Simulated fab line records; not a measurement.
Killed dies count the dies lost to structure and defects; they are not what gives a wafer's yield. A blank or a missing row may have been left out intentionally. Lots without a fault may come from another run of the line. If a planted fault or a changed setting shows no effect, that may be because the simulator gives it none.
3 desks looking at one fault / flow n5 finfet / numbers are kept per desk, each desk with only its own; the story behind them comes last

AT THE METROLOGY DESK
Lot by lot, what the gauges showed, no matter which tool ran the lot: averages of those sampled wafers that carry a number. Any lot whose mean is over 4 standard deviations away from the usual mean is out of limits and marked OUT; that distance is given in the brackets. Readings shown: 7 of its 12, picked as those furthest out on some lot.
Columns: A = V1_OVL at N5_BEOL_M2_OVL_MEAS_29, usual 0.0 nm; B = DIBL_N at N5_BEOL_M4_RC_MEAS_101, usual 36.6 mV/V; C = DIBL_P at N5_BEOL_M4_RC_MEAS_101, usual 36.3 mV/V; D = IOFF_N at N5_BEOL_M4_RC_MEAS_101, usual 0.16 nA/um; E = IOFF_P at N5_BEOL_M4_RC_MEAS_101, usual 0.21 nA/um; F = SS_P at N5_BEOL_M4_RC_MEAS_101, usual 73.3 mV/dec; G = VT_N at N5_BEOL_M4_RC_MEAS_101, usual 250 mV
lot=L621; first seen here=day 7 05:09; A=-0.6; B=36.6; C=36.7; D=0.18; E=0.23; F=73.7; G=248
lot=L620; first seen here=day 7 05:34; A=-0.3; B=37.5; C=38.4; D=0.22; E=0.25; F=73.7; G=246
lot=L627; first seen here=day 9 00:40; A=0.0; B=35.8; C=36.9; D=0.16; E=0.22; F=72.8; G=248
lot=L635; first seen here=day 11 03:19; A=0.1; B=33.6; C=33.3; D=0.14; E=0.19; F=73.2; G=254
lot=L639; first seen here=day 12 04:20; A=0.9; B=35.0; C=33.4; D=0.13; E=0.20; F=72.5; G=252
Finding of this desk: none of the 5 lots has anything out of limits.

TOOL OWNER'S DESK, rie diel-04
The tool's own readings at N5_BEOL_M2_ETCH_70 (etches SOC in N2/H2, target depth 80 nm, overetch 24 nm, time 130 s): means of the sampled wafers that have a number, for each lot that ran on this tool. Any lot whose mean is over 4 standard deviations away from the usual mean is out of limits and marked OUT; that distance is given in the brackets.
Columns: A = drypump motor current A at N5_BEOL_M2_ETCH_70, usual 5.9 A; B = oes product au at N5_BEOL_M2_ETCH_70, usual 0.59 a.u.; C = rf vpp V at N5_BEOL_M2_ETCH_70, usual 524.1 V; D = showerhead plenum p Torr at N5_BEOL_M2_ETCH_70, usual 2.55 Torr; E = throttle valve pct at N5_BEOL_M2_ETCH_70, usual 17.9 %
lot=L621; first seen here=day 7 07:56; A=5.6; B=0.57; C=525.7; D=2.62; E=17.8
lot=L627; first seen here=day 9 01:52; A=6.2; B=0.64; C=523.5; D=2.54; E=17.5
Finding of this desk: none of the 2 lots has anything out of limits.

THE DEFECT DESK
For each lot, the counts of the inspections along the route, averaged over the sampled wafers that have a number. Any lot whose mean is over 4 standard deviations away from the usual mean is out of limits and marked OUT; that distance is given in the brackets.
Columns: A = raw defect count at N5_BEOL_M2_INSPECT_30, usual 434
lot=L621; first seen here=day 7 05:14; A=661
lot=L620; first seen here=day 7 05:39; A=304
lot=L627; first seen here=day 9 00:45; A=510
lot=L635; first seen here=day 11 03:23; A=393
lot=L639; first seen here=day 12 04:26; A=596
Finding of this desk: none of the 5 lots has anything out of limits.

TAKEN TOGETHER
From the metrology desk's view, nothing was out of limits.
The tool owner's desk saw nothing out of limits.
Nothing the defect desk looked at was out of limits.

WHAT HAD BEEN PUT IN BY THE SIMULATOR
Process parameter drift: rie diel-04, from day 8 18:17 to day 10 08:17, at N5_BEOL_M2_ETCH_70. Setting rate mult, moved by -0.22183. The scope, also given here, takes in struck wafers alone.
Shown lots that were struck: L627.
